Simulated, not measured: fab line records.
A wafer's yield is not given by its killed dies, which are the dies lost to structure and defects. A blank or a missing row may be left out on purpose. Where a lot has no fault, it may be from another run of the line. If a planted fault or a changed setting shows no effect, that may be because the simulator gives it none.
fab line records	flow n5Finfet
[record] lots = 5	wafers = 15	lastDay = 18
route steps=1938 shown BEOL_M5@1145 PASSIVATION@1936
lots that met no fault: from a run of the same line without faults
startH: hours from the record's first day to the start of the lot's first wafer shown	waitH: time in hours since the lot's previous step	" repeats the value in the row above	L1.1+2: a single row standing in for several wafers	- value missing, or start not given	* or withheld: withheld	< > ~ a bound
route shown NAME@n: a module of which the file shows steps, and the number in the route of the first	usual: mean/standard deviation of fault-free wafers	same: alike in all rows	chamber/n: place in a boat	sites: readings site by site	_std_site: standard deviation of those values	_edge_site: the outer-site mean with the inner-site mean subtracted	radiusMm: how far each site lies from the wafer's centre	mask NAME#n: copy n	behind: the last tool/chamber to shape the wafer	hold: why the lot went on hold/how many hours it stayed there/how the hold came to an end	device: transistor that didn't switch, given as n, p or np	end of line: tests of these same wafers at the route's end	where a step has no rows: the recipe by itself	killed: count of dies lost to structure and defects at first sort (not the wafer's yield)	map: a wafer's dies, x killed, . not, _ none there
set.NAME: the setting that was run; set.NAME@STEP: the one run at that earlier step	model.NAME: the simulator's own value behind a step, which no gauge read
lots at some steps of the route; a table a step, a row a wafer
services: the hour from which a tool's chamber was out of use, counted from the record's first day as startH (under 0 if before that day), plus the number of hours and why
[[steps]]
[step N5_BEOL_M5_EXPOSE_25]
[recipe] maskId = V4	na = 0.33	sourceShape = quasar	sigmaInner = 0.2	sigmaOuter = 0.6	polarization = unpolarized	defocusNm = 10	doseMj = 52.75
[step N5_BEOL_M5_PEB_26]
[recipe] pebTempC = 100	pebTimeS = 60	resist = CAR-EUV
[step N5_BEOL_M5_DEVELOP_27]
[recipe] developTimeS = 30	developer = TMAH	resist = CAR-EUV	rinseLiquid = surfactantRinse	dry = airSpin	devTempC = 23
[step N5_BEOL_M5_CD_MEAS_28]
[recipe] targetCdNm = 30.6	landingEnergyEv = 500	detector = seInlens	targetCdYNm = 20	polarity = opening
[usual] cdNm = 30.64/0.24
lot.wafer	tool	chamber	startH	waitH	cdNm
L616.2	cdSem-01	0	216.33	-	30.94
L616.4	"	0	"	"	30.98
L616.5	"	0	"	"	30.85
L619.2	cdSem-03	0	235.11	-	30.67
L619.3	"	0	"	"	30.68
L619.5	"	0	"	"	30.44
L620.3	cdSem-03	0	238.51	-	30.82
L620.5	"	0	"	"	30.96
L620.6	"	0	"	"	30.79
L621.2	cdSem-03	0	245.57	-	30.27
L621.5	"	0	"	"	30.67
L621.6	"	0	"	"	30.75
L636.2	cdSem-02	0	329.21	-	30.70
L636.5	"	0	"	"	30.60
L636.6	"	0	"	"	30.77
[step N5_BEOL_M5_OVL_MEAS_29]
[recipe] pointsPerWafer = 522
[usual] V4_OVL = -0.3/0.68
lot.wafer	tool	chamber	startH	waitH	V4_OVL[nm]
L616.2	overlay-02	0	216.37	0.0	-0.4
L616.4	"	0	"	"	-0.8
L616.5	"	0	"	"	-0.5
L619.2	overlay-02	0	235.14	0.0	0.7
L619.3	"	0	"	"	-0.6
L619.5	"	0	"	"	0.3
L620.3	overlay-02	0	238.55	0.0	-0.6
L620.5	"	0	"	"	0.3
L620.6	"	0	"	"	0.3
L621.2	overlay-02	0	245.60	0.0	0.0
L621.5	"	0	"	"	0.2
L621.6	"	0	"	"	0.5
L636.2	overlay-01	0	329.24	0.0	-0.5
L636.5	"	0	"	"	-0.6
L636.6	"	0	"	"	-0.7
[step N5_BEOL_M5_INSPECT_30]
[recipe] mode = adi	inspectInstrument = brightfield
[usual] rawDefectCount = 415/100
lot.wafer	tool	chamber	startH	waitH	rawDefectCount
L616.2	defectInspect-01	-	216.42	0.0	282
L616.4	"	-	"	"	295
L616.5	"	-	"	"	390
L619.2	defectInspect-01	-	235.19	0.0	325
L619.3	"	-	"	"	448
L619.5	"	-	"	"	324
L620.3	defectInspect-02	-	238.60	0.0	427
L620.5	"	-	"	"	352
L620.6	"	-	"	"	420
L621.2	defectInspect-02	-	245.66	0.0	336
L621.5	"	-	"	"	407
L621.6	"	-	"	"	370
L636.2	defectInspect-01	-	329.29	0.0	393
L636.5	"	-	"	"	309
L636.6	"	-	"	"	440
[step N5_BEOL_M5_DESCUM_33]
[recipe] chemistry = O2	timeS = 7	sourcePowerW = 50	biasPowerW = 20	pressureMtorr = 20	rfFrequencyHz = 2.712e+07	tempC = 40	resist = CAR-EUV	o2FlowSccm = 225
[step N5_BEOL_M5_ETCH_75]
[recipe] chemistry = N2/H2	target = underlayer	targetDepthA = 65	maskMaterial = CAR-EUV	timeS = 5.2	ionEnergyEv = 200	pressureMtorr = 30	sourceW = 840	biasW = 150	n2FlowSccm = 200	h2FlowSccm = 200	ends = cleared
[step N5_BEOL_M5_ETCH_67]
[recipe] chemistry = CF4	target = SiARC	targetDepthA = 156	maskMaterial = CAR-EUV	timeS = 26	ionEnergyEv = 80	pressureMtorr = 40	sourceW = 545	biasW = 36	Ar_flow_sccm = 100	cf4FlowSccm = 100	ends = cleared
[step N5_BEOL_M5_ETCH_68]
[recipe] chemistry = N2/H2	target = SOC	targetDepthA = 800	overetchA = 160	maskMaterial = SiARC	tempC = 40	timeS = 120	ionEnergyEv = 200	pressureMtorr = 30	sourceW = 840	biasW = 150	n2FlowSccm = 200	h2FlowSccm = 200
[step N5_BEOL_M5_STRIP_69]
[recipe] chemistry = N2/H2	tempC = 40	n2FlowSccm = 200	h2FlowSccm = 200	rfFrequencyHz = 6e+07
[step N5_BEOL_M5_STRIP_76]
[recipe] chemistry = N2/H2	tempC = 40	n2FlowSccm = 200	h2FlowSccm = 200	rfFrequencyHz = 6e+07
[step N5_BEOL_M5_VIA_ETCH_34]
[recipe] chemistry = C4F6/O2	target = SiCOH_lowk	targetDepthA = 883	maskMaterial = SOC	taperDeg = 4	timeS = 39.2	ionEnergyEv = 250	pressureMtorr = 30	sourceW = 345	biasW = 185	Ar_flow_sccm = 300	C4F6_flow_sccm = 10	O2_flow_sccm = 10
[usual] drypumpMotorCurrentA = 5.8/0.55	oesProductAu = 0.77/0.069	rfVppV = 664/13	showerheadPlenumPTorr = 2.82/0.079	throttleValvePct = 20.90/0.2
lot.wafer	tool	chamber	startH	waitH	drypumpMotorCurrentA	oesProductAu	rfHoursCounterH	rfVppV	showerheadPlenumPTorr	throttleValvePct
L616.2	rieDiel-06	1	216.93	0.0	6.0	0.70	206	663	2.92	21.14
L616.4	"	2	"	"	5.7	0.76	148	640	2.72	20.92
L616.5	"	1	"	"	6.0	0.70	-	664	2.92	21.13
L619.2	rieDiel-02	2	235.75	0.0	6.5	0.79	89	647	2.78	20.80
L619.3	"	1	"	"	6.4	0.74	176	676	2.93	20.48
L619.5	"	2	"	"	6.5	0.79	-	645	2.78	20.80
L620.3	rieDiel-06	2	239.27	0.0	5.7	0.75	155	639	2.71	20.93
L620.5	"	3	"	"	4.9	0.71	-	682	2.85	21.05
L620.6	"	2	"	"	5.7	0.75	-	639	2.71	20.93
L621.2	rieDiel-04	3	246.06	0.0	5.6	0.77	145	657	2.74	21.01
L621.5	"	1	"	"	5.1	0.86	-	667	2.87	20.89
L621.6	"	2	"	"	5.2	0.69	-	663	2.70	20.91
L636.2	rieDiel-04	2	329.51	0.0	5.2	0.66	242	662	2.69	20.93
L636.5	"	0	"	"	6.0	0.85	-	676	2.78	20.88
L636.6	"	1	"	"	5.1	0.83	-	667	2.86	20.92
[step N5_BEOL_M5_STRIP_85]
[recipe] chemistry = C4F6/O2	resist = SiARC	rfFrequencyHz = 6e+07
[step N5_BEOL_M5_STRIP_36]
[recipe] chemistry = N2/H2	powerW = 450	tempC = 40	pressureMtorr = 20	rfFrequencyHz = 6e+07	overashFraction = 0.3	biasPowerW = 7	h2Frac = 0.5	n2FlowSccm = 200	h2FlowSccm = 200
[step N5_BEOL_M5_TRENCH_ETCH_37]
[recipe] chemistry = C4F6/O2	targetDepthA = 716.52	target = SiCOH_lowk	timeS = 24.7	ionEnergyEv = 250	pressureMtorr = 30	sourceW = 345	biasW = 185	Ar_flow_sccm = 300	C4F6_flow_sccm = 10	O2_flow_sccm = 10
[step N5_BEOL_M5_ETCH_41]
[recipe] chemistry = CH3F/O2	target = SiCN	targetDepthA = 315	taperDeg = 2	timeS = 56.7	ionEnergyEv = 120	maskMaterial = TiN	pressureMtorr = 30	sourceW = 395	biasW = 75	Ar_flow_sccm = 150	CH3F_flow_sccm = 30	O2_flow_sccm = 20
[step N5_BEOL_M5_STRIP_91]
[recipe] chemistry = N2/H2	timeS = 10	powerW = 450	tempC = 40	pressureMtorr = 20	rfFrequencyHz = 6e+07	biasPowerW = 7	n2FlowSccm = 200	h2FlowSccm = 200
[step N5_BEOL_M5_OCD_MEAS_38]
[usual] trenchDepthNm = 71.2/1.6
lot.wafer	tool	chamber	startH	waitH	trenchDepthNm
L616.2	ocd-01	-	217.17	-	71.0
L616.4	"	-	"	"	72.2
L616.5	"	-	"	"	69.7
L619.2	ocd-02	-	235.99	-	68.8
L619.3	"	-	"	"	73.1
L619.5	"	-	"	"	69.7
L620.3	ocd-02	-	239.51	-	71.6
L620.5	"	-	"	"	69.7
L620.6	"	-	"	"	72.0
L621.2	ocd-01	-	246.30	-	72.2
L621.5	"	-	"	"	73.7
L621.6	"	-	"	"	70.5
L636.2	ocd-02	-	329.75	-	69.6
L636.5	"	-	"	"	72.3
L636.6	"	-	"	"	73.6
[step N5_BEOL_M5_HM_STRIP_39]
[recipe] chemistry = peroxideTinStrip	material = TiN	targetDepthA = 250	tempC = 50	timeS = 158
[step N5_BEOL_M5_SRD_40]
[recipe] timeS = 30	tempC = 23	rinseLiquid = diw	dry = ipaMarangoni
[step N5_BEOL_M5_PRECLEAN_42]
[recipe] chemistry = residueRemover	timeS = 60	tempC = 40
[step N5_BEOL_M5_SRD_43]
[recipe] timeS = 30	tempC = 23	rinseLiquid = diw	dry = ipaMarangoni
[step N5_BEOL_M5_CD_MEAS_35]
[recipe] targetCdNm = 28	targetCdYNm = 24	polarity = opening
[usual] cdNm = 28.1/0.34
lot.wafer	tool	chamber	startH	waitH	cdNm
L616.2	cdSem-02	-	217.32	0.0	28.0
L616.4	"	-	"	"	27.7
L616.5	"	-	"	"	28.4
L619.2	cdSem-01	-	236.14	0.0	28.1
L619.3	"	-	"	"	28.4
L619.5	"	-	"	"	28.0
L620.3	cdSem-03	-	239.67	0.0	27.7
L620.5	"	-	"	"	28.1
L620.6	"	-	"	"	27.7
L621.2	cdSem-01	-	246.46	0.0	27.9
L621.5	"	-	"	"	27.9
L621.6	"	-	"	"	27.2
L636.2	cdSem-03	-	329.90	0.0	27.8
L636.5	"	-	"	"	27.6
L636.6	"	-	"	"	28.2
[step N5_BEOL_M5_CURE_80]
[recipe] tempC = 370	timeS = 120	ambient = DMADMS/He	material = SiCOH_lowk
[step N5_BEOL_M5_DEGAS_44]
[recipe] ambient = vacuum	tempC = 250	timeS = 60
[step N5_BEOL_M5_PRE_CLEAN_45]
[recipe] gas = H2/He	timeS = 30	tempC = 250
[step N5_BEOL_M5_ALD_86]
[recipe] material = TaN	targetThkA = *	tempC = 275	aldPrecursorFamily = PDMAT	aldCoReactant = NH3	pressureTorr = 3	carrierFlowSccm = 1500	pulseTimeS = 2	purgeTimeS = 3	coReactantPurgeTimeS = 2	coReactantPulseTimeS = 3	aldCycles = 30	precursorVesselTempC = 75	precursorVesselPressureTorr = 26.25	precursorVesselCarrierSccm = 1000
[step N5_BEOL_M5_SURFACE_TREAT_87]
[recipe] gas = Ar	timeS = *	ionEnergyEv = *	ionCurrentMaCm2 = 0.5	pressureMtorr = *	arFlowSccm = 30
[step N5_BEOL_M5_CVD_47]
[recipe] material = Co	targetThkA = 30	tempC = withheld	precursor = CCTBA/H2	pressureTorr = 30	timeS = 216
[step N5_BEOL_M5_SPUTTER_48]
[recipe] material = Cu	targetThkA = 150	tempC = -20	chamberPressurePa = 0.07	powerW = withheld	timeS = 27.62
[step N5_BEOL_M5_ANNEAL_49]
[recipe] tempC = 400	timeS = 1800	ambient = vacuum
[step N5_BEOL_M5_SPUTTER_81]
[recipe] material = Cu	targetThkA = 150	tempC = -20	chamberPressurePa = 0.07	powerW = withheld	timeS = 27.62
[usual] throttleValvePct = 30.2/1.4
lot.wafer	tool	chamber	startH	waitH	throttleValvePct
L616.2	pvdSputter-01	-	221.18	0.5	33.2
L616.4	"	-	"	"	31.2
L616.5	"	-	"	"	31.4
L619.2	pvdSputter-01	-	239.65	0.5	31.3
L619.3	"	-	"	"	33.6
L619.5	"	-	"	"	30.4
L620.3	pvdSputter-01	-	244.36	0.5	31.4
L620.5	"	-	"	"	33.3
L620.6	"	-	"	"	30.5
L621.2	pvdSputter-01	-	248.99	0.5	30.3
L621.5	"	-	"	"	31.4
L621.6	"	-	"	"	30.2
L636.2	pvdSputter-01	-	332.48	0.5	30.6
L636.5	"	-	"	"	30.7
L636.6	"	-	"	"	31.4
[step N5_BEOL_M5_ANNEAL_82]
[recipe] tempC = 400	timeS = 1800	ambient = vacuum
[usual] heaterPowerW = 786/96
lot.wafer	tool	chamber	startH	waitH	heaterPowerW
L616.2	pvdSputter-01	-	221.26	0.0	872
L616.4	"	-	"	"	645
L616.5	"	-	"	"	637
L619.2	pvdSputter-01	-	239.73	0.0	661
L619.3	"	-	"	"	901
L619.5	"	-	"	"	743
L620.3	pvdSputter-01	-	244.44	0.0	674
L620.5	"	-	"	"	915
L620.6	"	-	"	"	774
L621.2	pvdSputter-01	-	249.07	0.0	731
L621.5	"	-	"	"	671
L621.6	"	-	"	"	752
L636.2	pvdSputter-01	-	332.56	0.0	746
L636.5	"	-	"	"	753
L636.6	"	-	"	"	648
[step N5_BEOL_M5_SPUTTER_83]
[recipe] material = Cu	targetThkA = 150	tempC = -20	chamberPressurePa = 0.07	powerW = withheld	timeS = 27.62
[step N5_BEOL_M5_ANNEAL_84]
[recipe] tempC = 400	timeS = 1800	ambient = vacuum
[step N5_BEOL_M5_SPUTTER_88]
[recipe] material = Cu	targetThkA = 150	tempC = -20	chamberPressurePa = 0.07	powerW = withheld	timeS = 27.62
[usual] throttleValvePct = 30.2/1.4
lot.wafer	tool	chamber	startH	waitH	throttleValvePct
L616.2	pvdSputter-01	-	223.35	0.5	33.1
L616.4	"	-	"	"	31.1
L616.5	"	-	"	"	31.4
L619.2	pvdSputter-01	-	241.83	0.5	31.4
L619.3	"	-	"	"	33.5
L619.5	"	-	"	"	30.4
L620.3	pvdSputter-01	-	246.53	0.5	31.3
L620.5	"	-	"	"	33.3
L620.6	"	-	"	"	30.7
L621.2	pvdSputter-01	-	251.16	0.5	30.3
L621.5	"	-	"	"	31.4
L621.6	"	-	"	"	30.4
L636.2	pvdSputter-01	-	334.66	0.5	30.7
L636.5	"	-	"	"	30.5
L636.6	"	-	"	"	31.5
[step N5_BEOL_M5_ANNEAL_89]
[recipe] tempC = 400	timeS = 1800	ambient = vacuum
[usual] heaterPowerW = 785/98
lot.wafer	tool	chamber	startH	waitH	heaterPowerW
L616.2	pvdSputter-01	-	223.43	0.0	881
L616.4	"	-	"	"	678
L616.5	"	-	"	"	652
L619.2	pvdSputter-01	-	241.91	0.0	645
L619.3	"	-	"	"	890
L619.5	"	-	"	"	741
L620.3	pvdSputter-01	-	246.61	0.0	675
L620.5	"	-	"	"	886
L620.6	"	-	"	"	736
L621.2	pvdSputter-01	-	251.24	0.0	733
L621.5	"	-	"	"	653
L621.6	"	-	"	"	749
L636.2	pvdSputter-01	-	334.74	0.0	743
L636.5	"	-	"	"	747
L636.6	"	-	"	"	648
[step N5_BEOL_M5_SPUTTER_90]
[recipe] material = Cu	targetThkA = 45	tempC = -20	chamberPressurePa = 0.07	powerW = withheld	timeS = 8.29
[usual] throttleValvePct = 30.2/1.4
lot.wafer	tool	chamber	startH	waitH	throttleValvePct
L616.2	pvdSputter-01	-	224.44	0.5	33.1
L616.4	"	-	"	"	31.4
L616.5	"	-	"	"	31.1
L619.2	pvdSputter-01	-	242.91	0.5	31.2
L619.3	"	-	"	"	33.2
L619.5	"	-	"	"	30.4
L620.3	pvdSputter-01	-	247.62	0.5	31.2
L620.5	"	-	"	"	33.2
L620.6	"	-	"	"	30.8
L621.2	pvdSputter-01	-	252.25	0.5	30.6
L621.5	"	-	"	"	31.5
L621.6	"	-	"	"	30.5
L636.2	pvdSputter-01	-	335.74	0.5	30.3
L636.5	"	-	"	"	30.6
L636.6	"	-	"	"	31.5
[step N5_BEOL_M5_ECD_50]
[recipe] material = Cu	targetThkA = 3000
[step N5_BEOL_M5_ANNEAL_51]
[recipe] tempC = 225	timeS = 90	ambient = N2
[step N5_BEOL_M5_CMP_52]
[recipe] stopOn = SiCOH_lowk	tOverpolishS = 6.9	downForcePsi = 1	platenRpm = 50	clearingPlatenDownForcePsi = 1.5	clearingPlatenRpm = 50	postCmpClean = cuAlkaline	targetThkNm = 62	clearingPlatenPadVelocityMS = 0.99484	padVelocityMS = 0.99484
[step N5_PASSIVATION_PROBE_49]
[usual] defectLimitedYield = 91.0/1.4	killed_at_M0_to_M3 = 33/11	killed_at_M4_up = 14/5	killedAtContacts = 11/7.3	killedAtFrontEnd = 43/12	killedAtOther = 4/3.1	killedDies = 106/17	killedOnRim = 14/3.8	killedOpen = 69/13	killedShort = 34/8.7	sort_bin_5_function = 5.2/0.96	sort_bin_6_memory = 3.3/0.66	sortNPass = 1074/17	sortYieldPct = 91.0/1.4
[same] grossDies = 1180	killedAtBackSide = 0	sort_bin_4_leakage[%] = 0	sort_bin_8_speed[%] = 0
lot.wafer	tool	chamber	startH	waitH	defectLimitedYield[%]	killed_at_M0_to_M3	killed_at_M4_up	killedAtContacts	killedAtFrontEnd	killedAtOther	killedDies	killedOnRim	killedOpen	killedShort	sort_bin_5_function[%]	sort_bin_6_memory[%]	sortNPass	sortYieldPct[%]
L620.3	prober-02	-	348.65	0.1	91.2	40	13	2	45	4	104	11	66	30	5.0	2.9	1076	91.2
L620.5	prober-02	-	348.75	0.2	92.1	30	14	11	36	2	93	14	62	31	3.9	3.7	1087	92.1
L620.6	prober-02	-	348.80	0.3	92.2	32	9	7	42	2	92	15	52	35	4.2	3.1	1088	92.2
L621.5	prober-01	-	349.33	0.2	92.6	22	10	11	39	5	87	13	61	26	4.1	3.1	1093	92.6
L636.5	prober-02	-	430.49	0.2	85.9	29	84	9	39	5	166	33	63	35	8.6	3.5	1014	85.9
// killed by level:class
L620.3 BEOL_M3:geometricParticle:open=13 STI_FIN_REVEAL:geometricParticle:open=10 BEOL_M0_SAQP:geometricParticle:open=7 BEOL_M1:geometricParticle:open=6 FIN_SAQP:geometricParticle:open=5 BEOL_M4:geometricParticle:open=5 STARTING-WAFER:geometricParticle:open=5 HKMG_FIN:areaEtch=5
L620.5 MOL_CONTACT_COAG:geometricParticle:open=11 BEOL_M3:geometricParticle:open=8 STI_FIN_REVEAL:geometricParticle:open=5 BEOL_M0_SAQP:geometricParticle:open=5 BEOL_M0_SAQP:geometricParticle:short=5 FIN_SAQP:geometricParticle:short=4 DUMMY_GATE:geometricParticle:open=4 GATE_CUT:geometricParticle:open=4
L620.6 BEOL_M0_SAQP:geometricParticle:short=12 FIN_SAQP:geometricParticle:open=6 STI_FIN_REVEAL:geometricParticle:open=6 BEOL_M0_SAQP:geometricParticle:open=6 GATE_CUT:geometricParticle:short=5 BEOL_M3:geometricParticle:open=5 MOL_CONTACT_COAG:geometricParticle:open=4 FIN_SAQP:geometricParticle:short=3
L621.5 STI_FIN_REVEAL:geometricParticle:open=9 MOL_CONTACT_COAG:geometricParticle:open=7 BEOL_M1:geometricParticle:open=6 BEOL_M2:geometricParticle:open=5 STARTING-WAFER:geometricParticle:open=5 DUMMY_GATE:geometricParticle:open=4 GATE_CUT:geometricParticle:open=4 MOL_CONTACT_COAG:geometricParticle:short=4
L636.5 BEOL_M5:unspecified=66 FIN_SAQP:geometricParticle:short=8 MOL_CONTACT_COAG:geometricParticle:open=8 BEOL_M0_SAQP:geometricParticle:short=7 BEOL_M0_SAQP:geometricParticle:open=6 FIN_SAQP:geometricParticle:open=5 GATE_CUT:geometricParticle:short=5 GATE_CUT:geometricParticle:open=5
// map L636.5 (x killed, . not)
_________________........x..x________________
______________.x..........xx..x._____________
___________........................__________
__________...............x...x.....x_________
________............................x._______
_______..........x.x......xx...........______
______.................................._____
_____....x..............................x____
____...........x.............x........x...___
___..........x.....xx.......x........x....x__
___..........x...............x..x..........__
__..........x.....................xxxx......_
__.....x....................x..........x...._
_......x...............x..xx.x....x..........
_.....................................x......
_........xx.............................x...x
_................x..x.x............x.....x...
_...........................x.............xx.
_.................x..........................
_.x...............x..x....x........x.........
_....x..........x........x...........xx..x.xx
__.........x......x..x............x....x...._
__.......x.....................x...xxxx.xxx._
___.................................xxxxxxx__
___.......x.............x.....x...xxxxxxxxx__
____.xx.......x..x.........x..xx..xxxxxxxx___
_____.x..x..................x......xxxxxx____
______..........x..............x.xxxxxxx_____
_______..x.....................xxxxxxxx______
________....x.......x...x.....xxxxxxxx_______
__________.x..........x....xx...xxxx_________
___________.......................x__________
______________.............x...._____________
_________________.........x..________________
// map L621.2 (x killed, . not)
_________________..x.........________________
______________..xx.x............_____________
___________.........x....x.x.......__________
__________.x.x......................_________
________...........x..x......x.x......_______
_______.......x............xx....x....x______
______.....x....x........x..x..........._____
_____........x.x.........................____
____......x..........x.xx....x............___
___.........x..................x.....x.....__
___....x............x..x.......x...x.x.....__
__...x.x...x...x.........x......x..........._
__..x........x.x.....x...x.x..x.........x..._
_..........................x.....x...........
_.............x.....................x........
_....x....x.........x.......xx...............
_..........x.x....x.x.............x.......x..
_.............x.............x...........x...x
_........x....x................xx........x...
_...x.......................x................
_............................................
__............x.x..........x................_
__.........x............x...........x......._
___........x...........x............x......__
___x......x....x..x...............x........__
____.x.x...................x..x..........x___
_____...x.x...........x..............x..x____
______.....x....................x..x..xx_____
_______x..x........x......xxx..x.......______
________..x..x.....................x.._______
__________.....x..x...........x..x.._________
___________x......x.......x........__________
______________.......x......x..._____________
_________________............________________
[[services]]
tool	chamber	startH	hours	kind
rieDiel-06	1	198.28	9.6	repair
rieDiel-04	-	216.50	0.6	repair
rieDiel-02	1	227.08	8.1	repair
rieDiel-04	1	232.09	5.6	repair
rieDiel-06	3	296.14	2.1	repair
rieDiel-02	2	333.65	4.7	repair
[[key]]
[firstSign] step = N5_PASSIVATION_PROBE_49	reading = killed_at_M4_up	direction = up	sigmas = 14	usual = 14	struck = 84
[effect] step = N5_PASSIVATION_PROBE_49	reading = defectLimitedYield	direction = down	sigmas = 3.6	usual = 91.0	struck = 85.9
[moreKillsBornAt] N5_BEOL_M5_VIA_ETCH_34@rieDiel-04 = 66
metAt N5_BEOL_M5_VIA_ETCH_34
struckWafers L636.5
[fault] kind = chamberParticleSource	tool = rieDiel-04	chamber = 0	onsetH = 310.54	steps = N5_BEOL_M5_VIA_ETCH_34	ratePerVisitCm2 = 1.9615	endH = 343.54
